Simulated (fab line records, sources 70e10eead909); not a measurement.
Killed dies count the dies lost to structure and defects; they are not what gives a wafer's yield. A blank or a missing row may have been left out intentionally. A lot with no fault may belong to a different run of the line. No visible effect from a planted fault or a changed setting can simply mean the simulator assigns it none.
Matching of chambers	flow nand-harc	4 sister chambers for NHARC_A_STAIRCASE_TRIM_187 on rie-diel-07
The step chemistry O2, time 211.2 s. 4 wafers are shown with their chamber, then 12 later ones without.

WAFERS PAIRED WITH THEIR CHAMBERS
wafer	chamber	showerhead-plenum-p-Torr (Torr)
L090.1	2	3.66
L088.3	3	3.59
L093.5	1	3.32
L093.6	0	3.38

WAFERS WITH NO CHAMBER GIVEN
wafer	showerhead-plenum-p-Torr (Torr)
L092.3	3.58
L092.4	3.32
L092.6	3.58
L096.1	3.58
L096.2	3.66
L096.6	3.66
L096.3	3.32
L096.4	3.38
L096.5	3.58
L097.3	3.58
L097.5	3.31
L097.6	3.38

EACH ONE'S CHAMBER
wafer	from the rows above	in truth
L092.3	3	3
L092.4	1	1
L092.6	3	3
L096.1	3	3
L096.2	2	2
L096.6	2	2
L096.3	1	1
L096.4	0	0
L096.5	3	3
L097.3	3	3
L097.5	1	1
L097.6	0	0
12 of 12 placed correctly. From these rows, 0 cannot be placed. Number placed wrongly: 0.
How it was worked out, from the rows above alone: a wafer's distance from a chamber is the root of the sum, over the readings, of the square of ((its reading less the chamber's mean) divided by the reading's scatter). The wafer belongs to the nearest chamber; if the next one is less than 2 further off, it can't be placed. The mean given for a chamber averages the wafers shown for that chamber. The scatter: with one shown wafer a chamber, the root of the mean of the squares of how far each hidden wafer lies from its nearest shown one.
